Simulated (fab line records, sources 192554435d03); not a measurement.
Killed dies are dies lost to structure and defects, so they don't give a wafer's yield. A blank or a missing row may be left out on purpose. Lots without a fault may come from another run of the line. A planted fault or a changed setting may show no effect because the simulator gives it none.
Which tool did it? | flow n5_finfet | 22 lots, 66 wafers sampled, at 6 steps of a route of 1938

WHAT THE GAUGES READ, wafer by wafer
The record holds no reading of a measuring or inspecting step that can be judged against a usual standard deviation.

WHICH TOOL RAN EACH LOT (tool, then ch and the chambers of the sampled wafers, then the start)
lot  | N5_DUMMY_GATE_TRIM_49           | N5_DUMMY_GATE_ETCH_31             | N5_SPACER0_ALD_07                | N5_SD_EPI_N_VAPOR_ETCH_50       | N5_SD_EPI_P_DESCUM_14              | N5_SDB_STRIP_21
L074 | rie_si-03 ch 0,2,3, day 2 22:44 | rie_diel-02 ch 2,3, day 2 22:56   | ald_sin-03 ch 2,3, day 3 00:23   | epi_rpcvd-01 ch 0, day 3 02:58  | rie_diel-03 ch 0,1,3, day 3 06:10  | rie_diel-01 ch 1,2,3, day 3 17:52
L075 | rie_si-03 ch 1,2,3, day 3 08:13 | rie_diel-03 ch 0,1,3, day 3 08:25 | ald_sin-03 ch 0,1,3, day 3 09:11 | epi_rpcvd-04 ch 0, day 3 11:52  | rie_diel-05 ch 1,2,3, day 3 15:25  | rie_diel-01 ch 0,1,2, day 4 03:40
L076 | rie_si-06 ch 1,2, day 3 13:01   | rie_diel-05 ch 0,1,3, day 3 13:13 | ald_sin-04 ch 0,2,3, day 3 13:59 | epi_rpcvd-01 ch 0, day 3 16:24  | rie_diel-05 ch 1,2,3, day 3 19:44  | rie_diel-04 ch 0,2,3, day 4 08:33
L078 | rie_si-05 ch 0,1, day 3 21:59   | rie_diel-02 ch 0,3, day 3 22:11   | ald_sin-02 ch 0,2, day 3 22:58   | epi_rpcvd-02 ch 0, day 4 01:23  | rie_diel-05 ch 0,1,3, day 4 04:21  | rie_diel-04 ch 1,2,3, day 4 15:47
L079 | rie_si-05 ch 1,2, day 4 04:34   | rie_diel-03 ch 0,1, day 4 04:59   | ald_sin-04 ch 0,3, day 4 07:05   | epi_rpcvd-01 ch 0, day 4 09:41  | rie_diel-03 ch 0,1,2, day 4 12:56  | rie_diel-06 ch 0,1,2, day 5 02:31
L080 | rie_si-05 ch 0,1,3, day 4 10:52 | rie_diel-05 ch 0,3, day 4 11:04   | ald_sin-02 ch 2,3, day 4 12:09   | epi_rpcvd-02 ch 0, day 4 14:46  | rie_diel-02 ch 0,1,3, day 4 17:54  | rie_diel-06 ch 0,1, day 5 05:31
L081 | rie_si-05 ch 1,2, day 4 19:31   | rie_diel-05 ch 0,2,3, day 4 19:42 | ald_sin-04 ch 2,3, day 4 20:28   | epi_rpcvd-04 ch 0, day 4 23:11  | rie_diel-03 ch 1,2, day 5 02:21    | rie_diel-04 ch 2,3, day 5 13:59
L082 | rie_si-06 ch 1,2,3, day 5 01:45 | rie_diel-02 ch 1,2,3, day 5 01:56 | ald_sin-03 ch 0,1,2, day 5 02:47 | epi_rpcvd-04 ch 0, day 5 05:20  | rie_diel-03 ch 1,2,3, day 5 08:09  | rie_diel-06 ch 0,1,2, day 5 19:55
L083 | rie_si-06 ch 0,1,3, day 5 06:00 | rie_diel-03 ch 0,1, day 5 06:26   | ald_sin-04 ch 0,2,3, day 5 07:20 | epi_rpcvd-04 ch 0, day 5 09:56  | rie_diel-03 ch 0,3, day 5 12:59    | rie_diel-04 ch 0,1,2, day 6 00:55
L084 | rie_si-06 ch 0,1,3, day 5 10:37 | rie_diel-03 ch 0,1,3, day 5 10:48 | ald_sin-02 ch 0,1,2, day 5 11:36 | epi_rpcvd-01 ch 0, day 5 14:08  | rie_diel-03 ch 0,1,2, day 5 17:50  | rie_diel-06 ch 1,2,3, day 6 05:22
L085 | rie_si-06 ch 1,2, day 5 17:08   | rie_diel-05 ch 1,2, day 5 17:20   | ald_sin-02 ch 0,2, day 5 18:55   | epi_rpcvd-01 ch 0, day 5 21:35  | rie_diel-03 ch 1,2, day 6 00:48    | rie_diel-06 ch 1,3, day 6 12:38
L086 | rie_si-06 ch 2,3, day 6 03:46   | rie_diel-02 ch 0,1,3, day 6 03:58 | ald_sin-02 ch 1,3, day 6 04:43   | epi_rpcvd-04 ch 0, day 6 07:50  | rie_diel-05 ch 0,1,3, day 6 10:53  | rie_diel-01 ch 1,2,3, day 6 22:17
L087 | rie_si-05 ch 1,2,3, day 6 04:17 | rie_diel-05 ch 0,1,3, day 6 04:29 | ald_sin-03 ch 0,1, day 6 05:33   | epi_rpcvd-01 ch 0, day 6 08:38  | rie_diel-03 ch 0,1,2, day 6 11:38  | rie_diel-01 ch 0,2, day 7 00:32
L089 | rie_si-06 ch 0,3, day 6 20:28   | rie_diel-02 ch 0,1,3, day 6 20:43 | ald_sin-02 ch 2,3, day 6 22:15   | epi_rpcvd-04 ch 0, day 7 00:52  | rie_diel-02 ch 0,2,3, day 7 03:44  | rie_diel-06 ch 0,1,2, day 7 15:16
L090 | rie_si-06 ch 0,1,3, day 6 21:16 | rie_diel-02 ch 1,3, day 6 21:28   | ald_sin-02 ch 0,2, day 6 22:47   | epi_rpcvd-02 ch 0, day 7 01:23  | rie_diel-03 ch 1,2,3, day 7 04:28  | rie_diel-06 ch 0,1,3, day 7 16:22
L091 | rie_si-05 ch 1,2, day 7 23:46   | rie_diel-02 ch 0,1,2, day 8 00:13 | ald_sin-02 ch 1,3, day 8 01:10   | epi_rpcvd-02 ch 0, day 8 03:37  | rie_diel-02 ch 1,2,3, day 8 06:40  | rie_diel-01 ch 1,3, day 8 19:14
L092 | rie_si-06 ch 1,2, day 8 00:44   | rie_diel-02 ch 0,1,3, day 8 01:03 | ald_sin-03 ch 1,2,3, day 8 03:16 | epi_rpcvd-01 ch 0, day 8 05:41  | rie_diel-03 ch 1,2, day 8 08:30    | rie_diel-04 ch 0,1, day 8 20:20
L093 | rie_si-03 ch 2,3, day 8 02:55   | rie_diel-02 ch 1,2,3, day 8 03:31 | ald_sin-02 ch 1,2,3, day 8 04:49 | epi_rpcvd-02 ch 0, day 8 07:22  | rie_diel-03 ch 0,1,2, day 8 10:18  | rie_diel-04 ch 1,2, day 8 22:30
L094 | rie_si-05 ch 0,3, day 9 20:26   | rie_diel-02 ch 1,2,3, day 9 20:55 | ald_sin-04 ch 2,3, day 9 21:41   | epi_rpcvd-02 ch 0, day 10 00:22 | rie_diel-05 ch 0,2, day 10 03:55   | rie_diel-04 ch 0,1,2, day 10 18:13
L095 | rie_si-06 ch 0,2,3, day 9 21:00 | rie_diel-03 ch 0,1,3, day 9 21:16 | ald_sin-02 ch 0,1,2, day 9 22:15 | epi_rpcvd-04 ch 0, day 10 01:05 | rie_diel-05 ch 0,2,3, day 10 05:40 | rie_diel-06 ch 0,1,3, day 10 17:23
L096 | rie_si-03 ch 0,1,2, day 9 21:19 | rie_diel-02 ch 0,1,3, day 9 21:44 | ald_sin-04 ch 0,1,2, day 9 22:39 | epi_rpcvd-01 ch 0, day 10 01:07 | rie_diel-02 ch 1,2,3, day 10 04:05 | rie_diel-01 ch 0,1,2, day 10 15:57
L097 | rie_si-03 ch 0,1, day 9 21:31   | rie_diel-05 ch 0,2,3, day 9 22:05 | ald_sin-03 ch 1,2,3, day 9 23:11 | epi_rpcvd-02 ch 0, day 10 03:25 | rie_diel-02 ch 0,1, day 10 06:32   | rie_diel-06 ch 1,2,3, day 10 19:41
- N5_DUMMY_GATE_TRIM_49: chemistry O2, time 29 s, target cd 14 nm.
- N5_DUMMY_GATE_ETCH_31: etches SiO2 in C4F6/O2, target depth 82.5 nm, time 27.5 s.
- N5_SPACER0_ALD_07: deposits SiNx, target thk 2 nm.
- N5_SD_EPI_N_VAPOR_ETCH_50: etches Si in HCl, time 54 s.
- N5_SD_EPI_P_DESCUM_14: chemistry O2, time 7.9 s.
- N5_SDB_STRIP_21: strips in CF4.

WHAT THE TOOLS THEMSELVES READ (means of the sampled wafers that have a number; where no wafer has one, the mark that the record gives instead)
N5_DUMMY_GATE_TRIM_49.
lot  | tool      | O2_flow_sccm (sccm) | drypump_motor_current_A (A) | oes_product_au (a.u.) | throttle_valve_pct (%)
L074 | rie_si-03 | 99.95               | 5.5                         | 1.019                 | 8.25
L075 | rie_si-03 | 99.96               | 5.9                         | 1.019                 | 8.26
L076 | rie_si-06 | 100.04              | 5.7                         | 0.990                 | 8.00
L078 | rie_si-05 | 99.83               | 5.2                         | 1.000                 | 8.33
L079 | rie_si-05 | 99.87               | 5.1                         | 0.975                 | 8.08
L080 | rie_si-05 | 100.10              | 5.6                         | 0.997                 | 8.31
L081 | rie_si-05 | 100.15              | 5.1                         | 0.983                 | 8.08
L082 | rie_si-06 | 99.78               | 5.6                         | 0.997                 | 8.09
L083 | rie_si-06 | 100.09              | 5.4                         | 1.012                 | 8.13
L084 | rie_si-06 | 99.96               | 5.4                         | 1.015                 | 8.15
L085 | rie_si-06 | 99.91               | 5.7                         | 0.999                 | 8.01
L086 | rie_si-06 | 100.03              | 5.6                         | 0.995                 | 7.98
L087 | rie_si-05 | 100.10              | 5.4                         | 0.979                 | 8.16
L089 | rie_si-06 | 99.62               | 5.2                         | 1.011                 | 8.08
L090 | rie_si-06 | 100.36              | 5.4                         | 1.014                 | 8.16
L091 | rie_si-05 | 100.05              | 5.1                         | 0.995                 | 8.19
L092 | rie_si-06 | 100.19              | 5.6                         | 1.015                 | 8.14
L093 | rie_si-03 | 99.74               | 5.4                         | 1.003                 | 8.17
L094 | rie_si-05 | 100.12              | 6.0                         | 0.989                 | 8.20
L095 | rie_si-06 | 99.90               | 5.4                         | 0.998                 | 8.03
L096 | rie_si-03 | 99.94               | 6.0                         | 0.991                 | 8.07
L097 | rie_si-03 | 100.13              | 5.5                         | 1.012                 | 8.21

N5_DUMMY_GATE_ETCH_31.
lot  | tool        | O2_flow_sccm (sccm) | drypump_motor_current_A (A) | oes_product_au (a.u.) | rf_vpp_V (V) | showerhead_plenum_p_Torr (Torr) | throttle_valve_pct (%)
L074 | rie_diel-02 | 10.002              | 5.9                         | 0.82                  | 657          | 2.76                            | 21.07
L075 | rie_diel-03 | 9.999               | 5.7                         | 0.79                  | 667          | 2.94                            | 21.32
L076 | rie_diel-05 | 9.992               | 5.8                         | 0.82                  | 669          | 2.87                            | 21.08
L078 | rie_diel-02 | 9.989               | 5.2                         | 0.72                  | 662          | 2.86                            | 21.29
L079 | rie_diel-03 | 9.975               | 5.9                         | 0.82                  | 665          | 2.95                            | 21.28
L080 | rie_diel-05 | 9.992               | 6.2                         | 0.75                  | 669          | 2.84                            | 21.28
L081 | rie_diel-05 | 10.021              | 6.1                         | 0.72                  | 668          | 2.83                            | 21.29
L082 | rie_diel-02 | 10.012              | 5.8                         | 0.81                  | 659          | 2.75                            | 21.19
L083 | rie_diel-03 | 10.001              | 5.9                         | 0.82                  | 665          | 2.95                            | 21.28
L084 | rie_diel-03 | 9.998               | 5.7                         | 0.76                  | 666          | 2.94                            | 21.34
L085 | rie_diel-05 | 10.011              | 5.9                         | 0.75                  | 668          | 2.84                            | 21.29
L086 | rie_diel-02 | 10.004              | 5.4                         | 0.73                  | 658          | 2.79                            | 21.27
L087 | rie_diel-05 | 10.001              | 5.9                         | 0.79                  | 669          | 2.86                            | 21.12
L089 | rie_diel-02 | 10.011              | 5.4                         | 0.73                  | 658          | 2.79                            | 21.28
L090 | rie_diel-02 | 9.963               | 5.7                         | 0.75                  | 657          | 2.73                            | 21.25
L091 | rie_diel-02 | 10.013              | 5.5                         | 0.77                  | 663          | 2.81                            | 21.33
L092 | rie_diel-02 | 10.016              | 5.4                         | 0.72                  | 658          | 2.79                            | 21.30
L093 | rie_diel-02 | 10.007              | 5.9                         | 0.78                  | 658          | 2.75                            | 21.21
L094 | rie_diel-02 | 9.987               | 5.8                         | 0.78                  | 659          | 2.74                            | 21.23
L095 | rie_diel-03 | 9.993               | 5.7                         | 0.74                  | 666          | 2.92                            | 21.38
L096 | rie_diel-02 | 10.039              | 5.4                         | 0.82                  | 658          | 2.78                            | 21.18
L097 | rie_diel-05 | 10.012              | 6.1                         | 0.80                  | 668          | 2.82                            | 21.20

N5_SPACER0_ALD_07.
lot  | tool       | heater_power_w (W)
L074 | ald_sin-03 | 955
L075 | ald_sin-03 | 780
L076 | ald_sin-04 | 891
L078 | ald_sin-02 | 781
L079 | ald_sin-04 | 877
L080 | ald_sin-02 | 800
L081 | ald_sin-04 | 978
L082 | ald_sin-03 | 894
L083 | ald_sin-04 | 884
L084 | ald_sin-02 | 800
L085 | ald_sin-02 | 775
L086 | ald_sin-02 | 820
L087 | ald_sin-03 | 826
L089 | ald_sin-02 | 807
L090 | ald_sin-02 | 776
L091 | ald_sin-02 | 838
L092 | ald_sin-03 | 872
L093 | ald_sin-02 | 812
L094 | ald_sin-04 | 965
L095 | ald_sin-02 | 776
L096 | ald_sin-04 | 869
L097 | ald_sin-03 | 872

N5_SD_EPI_N_VAPOR_ETCH_50.
lot  | tool         | throttle_valve_pct (%)
L074 | epi_rpcvd-01 | 11.8
L075 | epi_rpcvd-04 | 12.2
L076 | epi_rpcvd-01 | 11.9
L078 | epi_rpcvd-02 | 12.5
L079 | epi_rpcvd-01 | 11.7
L080 | epi_rpcvd-02 | 12.5
L081 | epi_rpcvd-04 | 12.0
L082 | epi_rpcvd-04 | 12.1
L083 | epi_rpcvd-04 | 12.0
L084 | epi_rpcvd-01 | 11.8
L085 | epi_rpcvd-01 | 11.6
L086 | epi_rpcvd-04 | 12.2
L087 | epi_rpcvd-01 | 11.8
L089 | epi_rpcvd-04 | 12.1
L090 | epi_rpcvd-02 | 12.3
L091 | epi_rpcvd-02 | 12.4
L092 | epi_rpcvd-01 | 11.9
L093 | epi_rpcvd-02 | 12.4
L094 | epi_rpcvd-02 | 12.6
L095 | epi_rpcvd-04 | 12.2
L096 | epi_rpcvd-01 | 11.9
L097 | epi_rpcvd-02 | 12.4

N5_SD_EPI_P_DESCUM_14.
lot  | tool        | bias_power_w (W) | drypump_motor_current_A (A) | oes_product_au (a.u.) | rf_vpp_V (V) | showerhead_plenum_p_Torr (Torr) | throttle_valve_pct (%)
L074 | rie_diel-03 | 20.10            | 5.7                         | 0.79                  | 244.7        | 2.16                            | 20.51
L075 | rie_diel-05 | 20.04            | 6.0                         | 0.82                  | 243.0        | 2.10                            | 20.49
L076 | rie_diel-05 | 20.07            | 6.0                         | 0.81                  | 243.0        | 2.10                            | 20.50
L078 | rie_diel-05 | 20.01            | 5.8                         | 0.81                  | 243.8        | 2.11                            | 20.36
L079 | rie_diel-03 | 20.01            | 5.8                         | 0.77                  | 243.4        | 2.10                            | 20.51
L080 | rie_diel-02 | 19.97            | 5.4                         | 0.74                  | 242.9        | 2.06                            | 20.59
L081 | rie_diel-03 | 19.97            | 5.7                         | 0.74                  | 243.5        | 2.06                            | 20.63
L082 | rie_diel-03 | 20.01            | 5.6                         | 0.73                  | 243.5        | 2.09                            | 20.58
L083 | rie_diel-03 | 19.99            | 5.6                         | 0.76                  | 244.7        | 2.19                            | 20.49
L084 | rie_diel-03 | 19.98            | 5.8                         | 0.76                  | 243.5        | 2.10                            | 20.52
L085 | rie_diel-03 | 20.06            | 5.7                         | 0.73                  | 242.0        | 2.05                            | 20.63
L086 | rie_diel-05 | 19.99            | 5.8                         | 0.79                  | 243.8        | 2.10                            | 20.38
L087 | rie_diel-03 | 20.02            | 5.8                         | 0.76                  | 242.8        | 2.09                            | 20.52
L089 | rie_diel-02 | 19.96            | 5.6                         | 0.77                  | 241.7        | 2.07                            | 20.54
L090 | rie_diel-03 | 19.98            | 5.7                         | 0.72                  | 242.7        | 2.08                            | 20.60
L091 | rie_diel-02 | 19.99            | 5.9                         | 0.78                  | 241.7        | 2.02                            | 20.52
L092 | rie_diel-03 | 20.01            | 5.8                         | 0.71                  | 241.9        | 2.05                            | 20.66
L093 | rie_diel-03 | 20.03            | 5.8                         | 0.74                  | 242.4        | 2.09                            | 20.56
L094 | rie_diel-05 | 19.96            | 6.1                         | 0.87                  | 242.3        | 2.06                            | 20.35
L095 | rie_diel-05 | 20.01            | 6.1                         | 0.79                  | 243.5        | 2.07                            | 20.46
L096 | rie_diel-02 | 20.03            | 5.9                         | 0.78                  | 241.6        | 2.02                            | 20.52
L097 | rie_diel-02 | 19.97            | 5.3                         | 0.83                  | 242.7        | 2.06                            | 20.60

N5_SDB_STRIP_21.
lot  | tool        | bias_power_w (W) | drypump_motor_current_A (A) | oes_product_au (a.u.) | rf_vpp_V (V) | showerhead_plenum_p_Torr (Torr) | throttle_valve_pct (%)
L074 | rie_diel-01 | 75.10            | 5.8                         | 0.85                  | 272.0        | 1.79                            | 13.51
L075 | rie_diel-01 | 74.92            | 5.9                         | 0.88                  | 271.3        | 1.82                            | 13.47
L076 | rie_diel-04 | 74.82            | 6.1                         | 0.74                  | 271.7        | 1.81                            | 13.77
L078 | rie_diel-04 | 75.21            | 5.7                         | 0.77                  | 272.8        | 1.84                            | 13.55
L079 | rie_diel-06 | 74.71            | 5.6                         | 0.79                  | 271.7        | 1.83                            | 13.59
L080 | rie_diel-06 | 75.23            | 5.8                         | 0.82                  | 272.3        | 1.81                            | 13.61
L081 | rie_diel-04 | 75.06            | 6.1                         | 0.75                  | 272.5        | 1.86                            | 13.63
L082 | rie_diel-06 | 74.89            | 5.6                         | 0.78                  | 272.5        | 1.83                            | 13.60
L083 | rie_diel-04 | 74.90            | 5.7                         | 0.74                  | 271.7        | 1.79                            | 13.74
L084 | rie_diel-06 | 75.06            | 5.6                         | 0.78                  | 272.8        | 1.83                            | 13.50
L085 | rie_diel-06 | 74.70            | 5.8                         | 0.79                  | 271.3        | 1.80                            | 13.51
L086 | rie_diel-01 | 74.98            | 5.9                         | 0.82                  | 272.4        | 1.78                            | 13.56
L087 | rie_diel-01 | 75.05            | 5.9                         | 0.84                  | 272.3        | 1.84                            | 13.55
L089 | rie_diel-06 | 74.96            | 5.6                         | 0.77                  | 271.9        | 1.83                            | 13.64
L090 | rie_diel-06 | 74.92            | 5.9                         | 0.77                  | 270.8        | 1.80                            | 13.64
L091 | rie_diel-01 | 74.81            | 5.6                         | 0.78                  | 271.4        | 1.80                            | 13.62
L092 | rie_diel-04 | 75.03            | 5.7                         | 0.84                  | 272.5        | 1.84                            | 13.33
L093 | rie_diel-04 | 74.99            | 5.4                         | 0.73                  | 272.5        | 1.83                            | 13.82
L094 | rie_diel-04 | 74.76            | 5.7                         | 0.79                  | 272.9        | 1.85                            | 13.61
L095 | rie_diel-06 | 75.10            | 5.8                         | 0.76                  | 271.3        | 1.80                            | 13.66
L096 | rie_diel-01 | 74.92            | 5.9                         | 0.81                  | 271.4        | 1.81                            | 13.56
L097 | rie_diel-06 | 74.96            | 5.6                         | 0.76                  | 271.4        | 1.83                            | 13.57

THE ANSWER, worked out from the rows above alone
Rule: what is usual is taken from the lots themselves. Put in order of their means at a reading, lots are off if they are a third of the lots or fewer, leave a main group of 4 or more, and stand apart from it by a gap of 3 or more times the standard deviation of the main group's means; of several such gaps the widest counts. A main group whose means are all the same, to the digits that the tables above print for the reading, isn't used. A lot without any number at a reading at which 4 lots or more have one is off too. The other lots that the step has rows for count as sound. The gauges are gone through in route order, then the tools' own readings, and for those a lot's mean is taken as printed above. The first step at which some lot is off is used, and at that step the reading that is off furthest; a lot without a number counts as furthest.
No lot is off at any reading shown: from this, nothing can be told.

WHAT THE SIMULATOR HAD PUT IN
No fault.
